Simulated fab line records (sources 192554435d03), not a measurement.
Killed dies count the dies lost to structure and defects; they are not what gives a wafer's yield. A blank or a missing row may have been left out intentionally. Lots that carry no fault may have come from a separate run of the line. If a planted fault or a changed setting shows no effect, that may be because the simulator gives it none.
Chamber matching | flow n5_finfet | N5_BEOL_M10_STRIP_19 on rie_diel-02: 4 sister chambers
The step strips in O2. 4 wafers are shown with their chamber, then 9 later ones without.

## WAFERS, EACH WITH ITS CHAMBER
wafer  | chamber | showerhead_plenum_p_Torr (Torr)
L895.2 | 2       | 2.17
L905.6 | 0       | 1.99
L906.3 | 3       | 2.07
L906.5 | 1       | 2.13

## WAFERS MISSING THEIR CHAMBER
wafer  | showerhead_plenum_p_Torr (Torr)
L907.1 | 2.16
L907.4 | 2.13
L907.5 | 2.16
L909.1 | 2.26
L909.4 | 2.16
L909.5 | 2.13
L916.1 | 2.12
L916.3 | 2.25
L916.5 | 2.15

## WHICH CHAMBER EACH WENT THROUGH
wafer  | from the rows above          | in truth
L907.1 | can't be placed: 2 or 1 or 3 | 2
L907.4 | can't be placed: 1 or 2 or 3 | 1
L907.5 | can't be placed: 2 or 1 or 3 | 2
L909.1 | can't be placed: 2 or 1      | 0
L909.4 | can't be placed: 2 or 1 or 3 | 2
L909.5 | can't be placed: 1 or 2 or 3 | 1
L916.1 | can't be placed: 1 or 2 or 3 | 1
L916.3 | can't be placed: 2 or 1      | 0
L916.5 | can't be placed: 1 or 2 or 3 | 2
Correct placement for 0 of the 9. Cannot be placed on the basis of these rows: 9; the candidates contain the true chamber in 7. Wrongly placed: 0.
How it was worked out, from the rows above alone: a wafer's distance from a chamber is the root of the sum, over the readings, of the square of ((its reading less the chamber's mean) divided by the reading's scatter). If the next closest chamber is less than 2 further off than the closest, the wafer can't be placed; otherwise it belongs to the closest. Each chamber's mean is taken over the wafers shown for it. The scatter: root of mean squared gap, hidden wafer to nearest shown wafer, with one shown wafer a chamber.
